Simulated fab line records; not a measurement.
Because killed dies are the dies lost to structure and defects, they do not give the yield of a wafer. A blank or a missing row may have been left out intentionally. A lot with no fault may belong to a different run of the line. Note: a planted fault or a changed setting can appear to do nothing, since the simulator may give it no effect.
fab line records    flow n5Finfet
record lots=5  wafers=12  lastDay=16
route steps=1938 shown BEOL_M4@1099 BEOL_M5@1112 PASSIVATION@1936
lots that met no fault: from a run of the same line without faults
startH: hours from the record's opening day to when the first of the lot's shown wafers began    waitH: time in hours since the lot's previous step    " as in the row above    L1.1+2: a row that stands for several wafers    - no value, or no start given    * or withheld: withheld    < > ~ a bound
route shown NAME@n: a module of which the file shows steps, and the number in the route of the first    usual: average and standard deviation across the fault-free wafers    same: alike in all rows    chamber/n: place in a boat    sites: per-site readings    _std_site: standard deviation across them    _edge_site: outer sites' mean less inner sites'    radiusMm: for every site, how far away it sits from the centre of the wafer    mask NAME#n: copy n    behind: the last tool/chamber to shape the wafer    hold: why the lot went on hold/how many hours it stayed there/how the hold came to an end    device: which transistor (n, p or np) failed to switch    end of line: tests of these same wafers at the route's end    for a step that has no rows: nothing shown but its recipe    killed: not the wafer's yield, but the dies lost to structure and defects at the first sort    map: dies across one wafer; x = killed, . = not, _ = none there
set.NAME: the run value of the setting; set.NAME@STEP: its run value at that earlier step    model.NAME: the simulator's own value behind a step, which no gauge read
lots at selected steps of the route; one table per step, one row per wafer
services: when a tool's chamber went out of use (startH, in hours from the record's first day, below 0 if earlier), for how many hours, and the reason
## steps
# step N5_BEOL_M4_ANNEAL_95
# recipe tempC=400  timeS=240  ambient=vacuum
# step N5_BEOL_M4_SPUTTER_96
# recipe material=Cu  targetThkA=45  tempC=-20  chamberPressurePa=0.07  powerW=withheld  timeS=8.29
# step N5_BEOL_M4_ECD_50
# recipe material=Cu  targetThkA=3000
# step N5_BEOL_M4_ANNEAL_51
# recipe tempC=225  timeS=90  ambient=N2
# step N5_BEOL_M4_CMP_52
# recipe stopOn=SiOC  tOverpolishS=6.8  downForcePsi=1  platenRpm=50  clearingPlatenDownForcePsi=1.5  clearingPlatenRpm=50  postCmpClean=cuAlkaline  targetThkNm=40  clearingPlatenPadVelocityMS=0.99484  padVelocityMS=0.99484
# step N5_BEOL_M4_PRE_CLEAN_60
# recipe gas=NH3/H2  timeS=15  tempC=*  rfPowerW=300
# step N5_BEOL_M4_CO_CAP_55
# recipe material=Co  targetThkA=20  tempC=200  precursor=CCTBA/H2  pressureTorr=30  timeS=102.1
# step N5_BEOL_M4_PRE_CLEAN_56
# recipe gas=NH3  timeS=15  tempC=withheld  rfPowerW=300
# step N5_BEOL_M4_DEP_57
# recipe material=SiCN  targetThkA=80  tempC=withheld  precursor=3MS/NH3  pressureTorr=3  rfW=202  timeS=14
# step N5_BEOL_M4_RC_MEAS_101
# usual DIBL_N=36.4/1.5  DIBL_P=36.4/1.6  IOFF_N=0.164/0.025  IOFF_P=0.214/0.028  ION_N=675/9.9  ION_P=463/6.5  SS_N=71.5/0.5  SS_P=73.3/0.56  VT_N=249.2/2.7  VT_P=-250.1/2.8
lot.wafer  tool       chamber  startH  waitH  DIBL_N[mV/V]  DIBL_P[mV/V]  IOFF_N[nA/um]  IOFF_P[nA/um]  ION_N[uA/um]  ION_P[uA/um]  SS_N[mV/dec]  SS_P[mV/dec]  VT_N[mV]  VT_P[mV]
L267.2     prober-01  0        189.64  0.2    35.8          36.5          0.174          0.231          678           470           72.1          73.4          246.9     -250.3
L267.3     "          0        "       "      35.8          36.3          0.167          0.224          679           462           71.1          73.7          248.5     -246.2
L267.5     "          0        "       "      36.4          36.6          0.171          0.215          675           463           72.0          73.9          249.4     -249.3
L277.4     prober-01  0        243.79  0.5    36.9          38.0          0.184          0.230          669           464           72.2          73.2          248.4     -245.9
L277.6     "          0        "       "      37.3          39.1          0.190          0.245          682           467           71.6          73.5          248.4     -248.2
L276.2     prober-01  0        244.41  0.3    34.5          37.4          0.146          0.209          678           469           71.4          73.6          251.8     -251.0
L276.4     "          0        "       "      32.8          34.1          0.117          0.167          658           452           71.4          72.6          252.9     -254.3
L278.2     prober-02  0        265.09  0.2    36.7          35.9          0.172          0.212          678           460           71.6          73.2          250.0     -252.2
L278.3     "          0        "       "      35.6          34.0          0.149          0.185          679           466           71.0          72.5          251.9     -249.8
L278.5     "          0        "       "      35.6          34.0          0.141          0.182          669           457           71.2          72.2          252.1     -252.6
L280.2     prober-01  0        272.26  0.2    36.8          37.4          0.203          0.221          691           466           71.4          73.9          245.9     -249.4
L280.6     "          0        "       "      38.5          39.4          0.247          0.256          703           469           71.3          74.2          242.5     -246.1
# step N5_BEOL_M5_ILD_DEP_00
# recipe material=SiCOH_lowk  targetThkA=1406.4  tempC=300  precursor=DEMS/porogen  pressureTorr=5  rfW=500  timeS=25.9
# step N5_BEOL_M5_CURE_79
# recipe tempC=385  timeS=240  ambient=He/Ar  material=SiCOH_lowk
# step N5_BEOL_M5_PECVD_70
# recipe material=SiO2  targetThkA=160  tempC=400  precursor=TEOS/O2  pressureTorr=5.5  rfW=450  teosFlowSccm=53.8  gas=O2  flowSccm=3000  timeS=18
# step N5_BEOL_M5_HM_DEP_02
# recipe material=TiN  targetThkA=200  tempC=25  chamberPressurePa=0.49996
# usual throttleValvePct=29.5/0.96
lot.wafer  tool           chamber  startH  waitH  throttleValvePct  model.TiN_of_BEOL_M5_HM_DEP_02.thkNm
L267.2     pvdSputter-01  -        192.35  0.8    28.8              20.4
L267.3     "              -        "       "      29.5              20.4
L267.5     "              -        "       "      28.1              20.4
L277.4     pvdSputter-01  -        246.82  1.9    31.5              29.6
L277.6     "              -        "       "      31.5              19.6
L276.2     pvdSputter-01  -        247.40  1.6    28.1              29.8
L276.4     "              -        "       "      31.3              29.6
L278.2     pvdSputter-02  -        266.87  0.3    29.5              20
L278.3     "              -        "       "      29.6              19.8
L278.5     "              -        "       "      29.1              19.8
L280.2     pvdSputter-01  -        275.03  0.8    28.0              29.4
L280.6     "              -        "       "      31.5              19.8
# step N5_BEOL_M5_COAT_59
# recipe resist=SOC  tempC=250  timeS=60  spinRpm=1500  resistThkNm=60
# step N5_BEOL_M5_COAT_60
# recipe resist=SiARC  tempC=220  timeS=60  spinRpm=1500  resistThkNm=12
# step N5_BEOL_M5_COAT_71
# recipe resist=underlayer  tempC=205  timeS=60  spinRpm=1500  resistThkNm=5
# step N5_BEOL_M5_COAT_05
# recipe resist=CAR-EUV  spinRpm=1500  resistThkNm=30
# step N5_BEOL_M5_EBR_07
# recipe solvent=PGMEA  ebrWidthMm=1.5
# step N5_BEOL_M5_SOFTBAKE_06
# recipe tempC=110  timeS=60  resist=CAR-EUV
# step N5_BEOL_M5_EXPOSE_08
# recipe maskId=M5  na=0.33  sourceShape=annular  sigmaInner=0.4  sigmaOuter=0.8  polarization=unpolarized  targetCdNm=28  doseMj=35.75
# step N5_BEOL_M5_PEB_09
# recipe pebTempC=100  pebTimeS=60  resist=CAR-EUV
# step N5_BEOL_M5_DEVELOP_10
# recipe developTimeS=30  developer=TMAH  resist=CAR-EUV  rinseLiquid=surfactantRinse  dry=airSpin  devTempC=23
# step N5_BEOL_M5_DESCUM_16
# recipe chemistry=O2  timeS=7  sourcePowerW=50  biasPowerW=20  pressureMtorr=20  rfFrequencyHz=2.712e+07  tempC=40  resist=CAR-EUV  o2FlowSccm=225
# step N5_BEOL_M5_ETCH_72
# recipe chemistry=N2/H2  target=underlayer  targetDepthA=65  maskMaterial=CAR-EUV  timeS=5.2  ionEnergyEv=200  pressureMtorr=30  sourceW=840  biasW=150  n2FlowSccm=200  h2FlowSccm=200  ends=cleared
# step N5_BEOL_M5_ETCH_61
# recipe chemistry=CF4  target=SiARC  targetDepthA=156  maskMaterial=CAR-EUV  timeS=26  ionEnergyEv=80  pressureMtorr=40  sourceW=545  biasW=36  Ar_flow_sccm=100  cf4FlowSccm=100  ends=cleared
# step N5_BEOL_M5_ETCH_62
# recipe chemistry=N2/H2  target=SOC  targetDepthA=750  overetchA=150  maskMaterial=SiARC  tempC=40  timeS=112.5  ionEnergyEv=200  pressureMtorr=30  sourceW=840  biasW=150  n2FlowSccm=200  h2FlowSccm=200
# step N5_BEOL_M5_STRIP_63
# recipe chemistry=N2/H2  tempC=40  n2FlowSccm=200  h2FlowSccm=200  rfFrequencyHz=6e+07
# step N5_BEOL_M5_STRIP_73
# recipe chemistry=N2/H2  tempC=40  n2FlowSccm=200  h2FlowSccm=200  rfFrequencyHz=6e+07
# step N5_BEOL_M5_STRIP_64
# recipe chemistry=CF4  resist=SiARC  powerW=300  biasPowerW=75  pressureMtorr=50  cf4FlowSccm=150  rfFrequencyHz=6e+07
# step N5_BEOL_M5_HM_OPEN_17
# recipe chemistry=Cl2/BCl3  targetDepthA=200  overetchA=60  target=TiN  maskMaterial=SOC  ionEnergyEv=150  pressureMtorr=10  icpW=1000  biasW=126  Cl2_flow_sccm=53.25  bcl3FlowSccm=21.75  Ar_flow_sccm=25
# usual chamberPressureMTorr=10.000/0.0086  drypumpMotorCurrentA=6.0/0.46  mfcCl2Sccm=53.26/0.16  oesProductAu=0.66/0.067  rfFwdPowerW=992/4.4  throttleValvePct=22.17/0.17
lot.wafer  tool         chamber  startH  waitH  chamberPressureMTorr  drypumpMotorCurrentA  mfcCl2Sccm  oesProductAu  rfFwdPowerW  rfHoursCounterH  throttleValvePct  model.etch.depthNm
L267.2     rieMetal-01  1        193.24  0.0    9.997                 5.6                   53.38       0.69          987          30               22.11             20.46
L267.3     "            0        "       "      9.996                 6.1                   53.39       0.57          989          -                22.30             20.46
L267.5     "            0        "       "      10.005                6.0                   53.21       0.57          988          -                22.31             20.48
L277.4     rieMetal-02  0        247.73  0.1    9.996                 6.6                   53.27       0.80          986          -                22.14             26.13
L277.6     "            1        "       "      10.003                6.5                   53.26       0.66          993          -                21.84             19.64
L276.2     rieMetal-01  1        248.19  0.0    9.997                 5.6                   53.40       0.78          994          35               21.94             25.92
L276.4     "            1        "       "      9.997                 5.6                   53.54       0.78          993          -                21.93             25.91
L278.2     rieMetal-01  1        267.75  0.0    9.987                 5.6                   53.36       0.67          997          38               22.15             19.97
L278.3     "            0        "       "      9.992                 6.0                   53.48       0.55          994          -                22.34             19.85
L278.5     "            0        "       "      10.002                6.0                   53.68       0.55          995          -                22.34             19.89
L280.2     rieMetal-02  0        276.29  0.0    10.001                6.6                   53.44       0.78          984          44               22.15             26.1
L280.6     "            0        "       "      9.997                 6.6                   53.18       0.66          984          -                22.36             19.88
# step N5_BEOL_M5_STRIP_19
# recipe chemistry=O2  powerW=400  tempC=40  pressureMtorr=30  rfFrequencyHz=6e+07  biasPowerW=0  overashFraction=0.2  o2FlowSccm=225
# step N5_BEOL_M5_COAT_65
# recipe resist=SOC  tempC=250  timeS=60  spinRpm=1500  resistThkNm=60
# step N5_BEOL_M5_COAT_66
# recipe resist=SiARC  tempC=220  timeS=60  spinRpm=1500  resistThkNm=12
# step N5_BEOL_M5_VIA_ETCH_34
# recipe chemistry=C4F6/O2  target=SiCOH_lowk  targetDepthA=883  maskMaterial=SOC  taperDeg=4  timeS=39.2  ionEnergyEv=250  pressureMtorr=30  sourceW=345  biasW=185  Ar_flow_sccm=300  C4F6_flow_sccm=10  O2_flow_sccm=10
# usual chamberPressureMTorr=29.999/0.028  drypumpMotorCurrentA=5.6/0.48  oes_o_777_au=0.78/0.082  oesProductAu=0.79/0.086  rfFwdPowerW=340.8/1.6  rfVppV=666/7.7  showerheadPlenumPTorr=2.86/0.088  throttleValvePct=20.94/0.21
lot.wafer  tool        chamber  startH  waitH  chamberPressureMTorr  drypumpMotorCurrentA  oes_o_777_au  oesProductAu  rfFwdPowerW  rfHoursCounterH  rfVppV  showerheadPlenumPTorr  throttleValvePct
L267.2     rieDiel-06  2        194.33  0.0    30.078                5.7                   0.73          0.74          342.3        142              669     2.74                   21.25
L267.3     "           0        "       "      29.970                5.4                   0.76          0.75          342.2        155              653     2.74                   21.14
L267.5     "           0        "       "      29.993                5.4                   0.76          0.76          343.0        -                655     2.74                   21.13
L277.4     rieDiel-03  2        248.76  0.0    30.032                4.8                   0.91          0.45          337.1        19               663     2.80                   20.31
L277.6     "           3        "       "      30.035                5.1                   0.83          0.82          342.0        -                655     2.87                   20.78
L276.2     rieDiel-05  0        249.26  0.0    29.966                5.3                   0.73          0.32          339.6        181              657     2.85                   20.62
L276.4     "           0        "       "      29.953                5.3                   0.73          0.34          338.5        -                656     2.85                   20.63
L278.2     rieDiel-03  2        268.69  0.0    30.037                4.8                   0.90          0.88          337.4        25               664     2.80                   20.42
L278.3     "           1        "       "      30.057                5.2                   0.68          0.68          337.9        231              661     2.93                   20.96
L278.5     "           0        "       "      29.974                5.3                   0.69          0.68          341.3        -                677     2.92                   20.88
L280.2     rieDiel-05  1        277.55  0.0    29.955                5.6                   0.90          0.45          341.4        23               677     3.02                   20.83
L280.6     "           1        "       "      30.016                5.6                   0.89          0.90          339.6        -                677     3.02                   20.95
# step N5_BEOL_M5_TRENCH_ETCH_37
# recipe chemistry=C4F6/O2  targetDepthA=716.52  target=SiCOH_lowk  timeS=24.7  ionEnergyEv=250  pressureMtorr=30  sourceW=345  biasW=185  Ar_flow_sccm=300  C4F6_flow_sccm=10  O2_flow_sccm=10
# usual chamberPressureMTorr=29.997/0.026  drypumpMotorCurrentA=5.6/0.48  oes_o_777_au=0.78/0.082  oesProductAu=0.79/0.087  rfFwdPowerW=339.5/1.6  rfVppV=666/7.8  showerheadPlenumPTorr=2.86/0.088  throttleValvePct=20.98/0.21
lot.wafer  tool        chamber  startH  waitH  chamberPressureMTorr  drypumpMotorCurrentA  oes_o_777_au  oesProductAu  rfFwdPowerW  rfHoursCounterH  rfVppV  showerheadPlenumPTorr  throttleValvePct  model.TiN_of_BEOL_M5_HM_DEP_02.thkNm  model.BEOL_M5.cdNm
L267.2     rieDiel-06  2        -       -      30.006                5.7                   0.73          0.74          339.5        142              669     2.74                   21.31             18.4                                  28
L267.3     "           0        "       "      29.988                5.5                   0.75          0.76          342.2        155              655     2.74                   21.18             18.4                                  27.8
L267.5     "           0        "       "      30.010                5.5                   0.75          0.75          341.3        -                655     2.74                   21.20             18.4                                  27.8
L277.4     rieDiel-03  2        -       -      30.035                4.8                   0.91          0.90          337.4        19               664     2.80                   20.45             27.4                                  27.6
L277.6     "           3        "       "      30.009                5.1                   0.83          0.82          339.4        -                654     2.87                   20.84             17.6                                  28.2
L276.2     rieDiel-05  0        -       -      29.982                5.3                   0.73          0.74          337.9        181              657     2.85                   20.79             27.8                                  27.6
L276.4     "           0        "       "      30.007                5.3                   0.74          0.74          337.8        -                657     2.85                   20.78             27.4                                  28
L278.2     rieDiel-03  2        -       -      29.993                4.8                   0.89          0.87          336.0        25               663     2.80                   20.45             17.8                                  28.2
L278.3     "           1        "       "      29.944                5.2                   0.69          0.68          339.3        231              660     2.93                   21.00             17.8                                  28
L278.5     "           0        "       "      29.947                5.3                   0.69          0.68          341.0        -                678     2.92                   20.91             17.8                                  28
L280.2     rieDiel-05  1        -       -      29.986                5.6                   0.90          0.90          340.2        23               675     3.02                   20.98             27.2                                  27.6
L280.6     "           1        "       "      29.963                5.6                   0.89          0.90          340.8        -                677     3.02                   20.99             17.8                                  27.8
# step N5_BEOL_M5_OCD_MEAS_38
# usual trenchDepthNm=71.4/1.1
lot.wafer  tool    chamber  startH  waitH  trenchDepthNm
L267.2     ocd-01  -        194.57  -      69.9
L267.3     "       -        "       "      71.4
L267.5     "       -        "       "      71.8
L277.4     ocd-01  -        249.00  -      13.3
L277.6     "       -        "       "      72.3
L276.2     ocd-02  -        249.50  -      6.0
L276.4     "       -        "       "      8.5
L278.2     ocd-01  -        268.93  -      70.0
L278.3     "       -        "       "      69.0
L278.5     "       -        "       "      69.8
L280.2     ocd-01  -        277.80  -      14.1
L280.6     "       -        "       "      73.7
# step N5_BEOL_M5_CD_MEAS_35
# recipe targetCdNm=28  targetCdYNm=24  polarity=opening
# usual cdNm=27.96/0.29
lot.wafer  tool      chamber  startH  waitH  cdNm
L267.2     cdSem-01  -        194.72  0.0    27.88
L267.3     "         -        "       "      28.14
L267.5     "         -        "       "      27.83
L277.4     cdSem-03  -        249.16  0.0    28.06
L277.6     "         -        "       "      28.11
L276.2     cdSem-02  -        249.66  0.0    -
L276.4     "         -        "       "      27.96
L278.2     cdSem-02  -        269.08  0.0    28.20
L278.3     "         -        "       "      27.69
L278.5     "         -        "       "      28.12
L280.2     cdSem-02  -        277.96  0.0    -
L280.6     "         -        "       "      27.77
# step N5_BEOL_M5_THK_MEAS_53
# recipe thkMeasGauge=xrf  reads=Cu_of_BEOL_M5_ECD_50
# usual M5_THK=60.8/1.6
lot.wafer  tool          chamber  startH  waitH  M5_THK[nm]
L267.2     filmMetro-01  -        202.06  -      59.8
L267.3     "             -        "       "      60.7
L267.5     "             -        "       "      60.6
L277.4     filmMetro-02  -        255.92  -      -
L277.6     "             -        "       "      61.5
L276.2     filmMetro-01  -        256.84  -      -
L276.4     "             -        "       "      -
L278.2     filmMetro-01  -        275.87  -      57.6
L278.3     "             -        "       "      58.6
L278.5     "             -        "       "      57.8
L280.2     filmMetro-02  -        284.56  -      -
L280.6     "             -        "       "      63.0
# step N5_PASSIVATION_PROBE_49
# usual defectLimitedYield=91.1/1.4  killed_at_M0_to_M3=35/8.7  killed_at_M4_up=14/5.3  killedAtContacts=12/6.2  killedAtFrontEnd=41/12  killedAtOther=3.4/2.6  killedDies=105/16  killedOnRim=14/3.8  killedOpen=67/13  killedShort=36/7.3  sort_bin_5_function=5.2/0.96  sort_bin_6_memory=3.3/0.6  sortNPass=1075/16  sortYieldPct=91.1/1.4
# same grossDies=1180  killedAtBackSide=0  sort_bin_4_leakage[%]=0  sort_bin_8_speed[%]=0
lot.wafer  tool       chamber  startH  waitH  defectLimitedYield[%]  killed_at_M0_to_M3  killed_at_M4_up  killedAtContacts  killedAtFrontEnd  killedAtOther  killedDies  killedOnRim  killedOpen  killedShort  sort_bin_5_function[%]  sort_bin_6_memory[%]  sortNPass  sortYieldPct[%]
L276.2     prober-02  -        345.35  0.1    8.2                    35                  1006             13                24                5              1083        151          72          24           88.7                    3.0                   97         8.2
L276.4     prober-02  -        345.45  0.2    11.6                   40                  977              2                 16                8              1043        117          56          36           85.0                    2.9                   137        11.6
L277.4     prober-02  -        346.68  0.4    18.4                   22                  890              8                 38                5              963         71           48          38           78.4                    3.1                   217        18.4
L280.2     prober-01  -        372.29  0.1    20.0                   28                  873              13                30                0              944         143          60          24           77.2                    2.7                   236        20.0
# killed by level:class
L276.2 BEOL_M5:areaOpen=986 MOL_CONTACT_COAG:geometricParticle:open=12 BEOL_M4:geometricParticle:open=12 BEOL_M0_SAQP:geometricParticle:short=9 BEOL_M0_SAQP:geometricParticle:open=7 FIN_SAQP:geometricParticle:open=6 BEOL_M2:geometricParticle:open=6 BEOL_M3:geometricParticle:open=6
L276.4 BEOL_M5:areaOpen=950 BEOL_M0_SAQP:geometricParticle:open=10 BEOL_M0_SAQP:geometricParticle:short=9 BEOL_M4:geometricParticle:open=9 BEOL_M1:geometricParticle:open=6 BEOL_M1:geometricParticle:short=6 BEOL_M2:geometricParticle:open=5 BEOL_M7:geometricParticle:open=5
L277.4 BEOL_M5:areaOpen=875 FIN_SAQP:geometricParticle:open=10 BEOL_M0_SAQP:geometricParticle:short=8 BEOL_M0_SAQP:geometricParticle:open=8 STI_FIN_REVEAL:geometricParticle:open=6 GATE_CUT:geometricParticle:short=6 MOL_CONTACT_COAG:geometricParticle:open=6 BEOL_M4:geometricParticle:short=6
L280.2 BEOL_M5:areaOpen=859 MOL_CONTACT_COAG:geometricParticle:open=10 GATE_CUT:geometricParticle:short=8 BEOL_M0_SAQP:geometricParticle:open=8 GATE_CUT:geometricParticle:open=7 BEOL_M4:geometricParticle:open=5 STI_FIN_REVEAL:geometricParticle:open=4 BEOL_M0_SAQP:geometricParticle:short=4
# map L276.2 (x killed, . not)
_________________xxxxxxxxxxxx________________
______________xxxxxxxxxxxxxxxxxx_____________
___________xxxxxxxxxxxxxxxxxxxxxxxx__________
__________xxxxxxxxxxxxxxxxxxxxxxxxxx_________
________xxxxxxxxxxxxxxxxxxxxxxxxxxxxxx_______
_______xxxxxxxxxxxxxxxxxxxxxxxxxxxxxxxx______
______xxxxxxxxxxxxxxxxxxxxxxxxxxxxxxxxxx_____
_____xxxxxxxxxxxxxxxxxxxxxxxxxxxxxxxxxxxx____
____xxxxxxxxxxxxxxxxxxxxxxxxxxxxxxxxxxxxxx___
___xxxxxxxxxxxxxxxxxxxxxxxxxxxxxxx.xxxxxxxx__
___xxxxxxxxxxxxxxxxxxxxxxxxxxxxxx.xxxxxxxxx__
__xxxxxxxxxxxxxxxxxxxxxxxxxxxxxxxx.xxxxxxxxx_
__xxxxxxxxxxxxxxxxx..xxxxxxxxxxxxxxxxxxxxxxx_
_xxxxxxxxxxxxxxxxxxx.xxxxxxxxx.xxxxxxxxxxxxxx
_xxxxxxxxxxxxxxxx..x.xxxxxxxxx.xxxxxxxxxxxxxx
_xxxxxxxxxxxxxxxx..x...xxxxxxx..xxxxxxxxxxxxx
_xxxxxxxxxxx..xx.x..xxx.x.xxxxxxx.xxxxxxxxxxx
_xxxxxxxxxxxx.xxxx...xxxxxxxx....xx.xxxxxxxxx
_xxxxxxxxxxxx.x.xxxxxxxxxxxxx.......xxxxxxxxx
_xxxxxxxxxxxxxx.xxxxx.xxxxxxx.x.......xxxxxxx
_xxxxxxxxxxxxxxxxxxxxxxxxxxxxx.x......x.xxxxx
__xxxxxxxxxxxxxxxxxxxxxxxxxxxxxxx..xxx.xxxxx_
__xxxxxxxxxxxxxxxxxxxxxxxxxxxxx..xx.xxxxxxxx_
___xxxxxxxxxxxxxxxxxxxxxxxxxxxxxxxxxxxxxxxx__
___xxxxxxxxxxxxxxxxxxxx.xxxxxxxxxxxxxxxx.xx__
____xxxxxxxxxxxxxxxxxxx.xxxxxxxxxxxxxxxxxx___
_____xxxxxxxxxx.xx.xxxxxx.xxxxxxxxxxxxxxx____
______xxxxxxxxx.xx.x.x.xx..xxxxxxxxxxxxx_____
_______xxxxxxxx..xxxxxxxxxxxxxxxxxxxxxx______
________xxxxxx..xxx..xx.xxxxxxxxxxxxxx_______
__________xxxxxxxx...xxxxxxxxxxxxxxx_________
___________xxxxxxxx.x...xxxxxxxxxxx__________
______________xxxxx.x.xxxxxxxxxx_____________
_________________xxx.xxxxxxxx________________
# map L277.4 (x killed, . not)
_________________......x..x.x________________
______________..xx.x.x.xxx.xxxx._____________
___________....xxxx.xxxxxxxxxxxxxx.__________
__________.xxxx..xxxxxxxxxxxxx.xxxxx_________
________..x.xxx.x.xxxx.xxxxxxxxxxxxxxx_______
_______xxx..x.xxxxxxxxxxxxxxxxxxxxx.x.x______
______.x...x.xx.xx.xxxxxxxxxxxxxxxxxxxx._____
_____..xxxx.x.xxxxxxxxxxxxxxxxxxxxxxxxxxx____
____.x...xxx.....xxxxxxxxxxxxxxxxxxxxxxxxx___
___.xxxxxxxx..x.x.xxxxxxxxxxxxxxxxxxxx..xxx__
___.xxxxxxxxxx.xxx.xxxxxxxxxxxxxxxxxxxxx.x.__
__x.xxxxxxxx.xxxxxxxxxxxxxxxxxxxxxxxxxxxxxxx_
__x..xxxxxxxxxxxxxxxxxxxxxxxxxxxxxxxxxxxxx.._
_xxxxxxxxxxxxxxxxxxxxxxxxxxxxxxxxxxxxxxxxxxx.
_xxxxxxxxxxxxxxxxxxxxxxxxxxxxxxxxxxxxxxxxx...
_.xxxxxxxxxxxxxxxxxxxxxxxxxxxxxxxxxxxxxxx....
_..xxxxxxxxxxxxxxxxxxxxxxxxxxxxxxxxxxxx...x.x
_xxxxxxxxxxxxxxxxxxxxxxxxxxxxxxxxxxxxxx.x.x..
_xxxxxxxxxxxxxxxxxxxxxxxxxxxxxxxxxxxxxxxx.x..
_xxxxxxxxxxxxxxxxxxxxxxxxxxxxxx.xxxxxxxxx.xx.
_xxxxxxxxxxxxxxxxxxxxxxxxxxxxxxxxxxxxx.x..x.x
__xxxxxxxxxxxxxxxxxxxxxxxxxxxxxxxxxxx.x..x.._
__xxxxxxxxxxx..xxxxxxxxxxxxxxxxxx.xx.x.x..xx_
___xxxxxxxxxxxxxxxxxxxxxxxxxxxxxx.xxxxxxx..__
___xx.xxxxxx..xxxxxxxxxxxxxxxxxxxxx.xxx.x..__
____xxxxxxxx..xx.xxxxxxxxxxxxxxxxxxx..xx..___
_____xxxxxxxxxxxx.xxxxxx.xxxxxx.xxxxxx.x.____
______xxxxxxxx...xxxxxxxxxxxxxx.x.xxx.x._____
_______xxxxxxxx.x.xx.xxxx.xxxxxx...xxxx______
________xx.xxx..xx..xx..xxxxxxx.xxx..._______
__________x..xxxxxxx...xxx.xxx......_________
___________.x....x.x.x.x.xxx..x....__________
______________.........x..xx...._____________
_________________.........x..________________
## services
tool        chamber  startH  hours  kind
rieDiel-05  1        189.36  -      clean
rieDiel-05  1        189.36  -      consumableReplace:focusRing
rieDiel-05  1        189.36  -      consumableReplace:showerhead
rieDiel-05  1        189.36  17.0   scheduledDown
rieDiel-05  1        189.36  17.0   ventCycle
rieDiel-03  2        208.36  12.5   repair
rieDiel-03  3        217.87  22.0   repair
rieDiel-05  2        219.60  -      clean
rieDiel-05  2        219.60  -      consumableReplace:focusRing
rieDiel-05  2        219.60  16.4   scheduledDown
rieDiel-05  2        219.60  16.4   ventCycle
rieDiel-05  3        240.96  8.6    repair
## key
firstSign step=N5_BEOL_M5_VIA_ETCH_34  reading=oesProductAu  direction=down  sigmas=4.6  usual=0.79  struck=0.39
effect step=N5_BEOL_M5_OCD_MEAS_38  reading=trenchDepthNm  direction=down  sigmas=57  usual=71.4  struck=10.5
effect step=N5_BEOL_M5_CD_MEAS_35  reading=cdNm  direction=missing
effect step=N5_BEOL_M5_THK_MEAS_53  reading=M5_THK  direction=missing
effect step=N5_PASSIVATION_PROBE_49  reading=killed_at_M4_up  direction=up  sigmas=99+  usual=14  struck=936
modelEffect step=N5_BEOL_M5_HM_DEP_02  value=TiN_of_BEOL_M5_HM_DEP_02.thkNm  without=19.85  struck=29.6
modelEffect step=N5_BEOL_M5_HM_OPEN_17  value=etch.depthNm  without=19.86  struck=26.02
modelEffect step=N5_BEOL_M5_TRENCH_ETCH_37  value=TiN_of_BEOL_M5_HM_DEP_02.thkNm  without=17.75  struck=27.45
moreKillsBornAt N5_BEOL_M5_HM_OPEN_17@rieMetal-01=1936  N5_BEOL_M5_HM_OPEN_17@rieMetal-02=1734
metAt N5_BEOL_M5_HM_DEP_02
struckWafers L276.2,L276.4,L277.4,L280.2
laterRowsLeftOut L276.2,L276.4,L277.4,L280.2
onsetBetween 192.35 246.82
fault kind=processParameterDrift  tool=pvdSputter-01  chamber=-  onsetH=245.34  steps=N5_BEOL_M5_HM_DEP_02  channel=targetThkA  offset=*  shape=step  endH=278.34  scope=struckWafersOnly  actsIn=*  stated=*
# laterRowsLeftOut: the simulator's readings of these wafers behind a module that went badly wrong aren't trusted and aren't shown, but for the sort
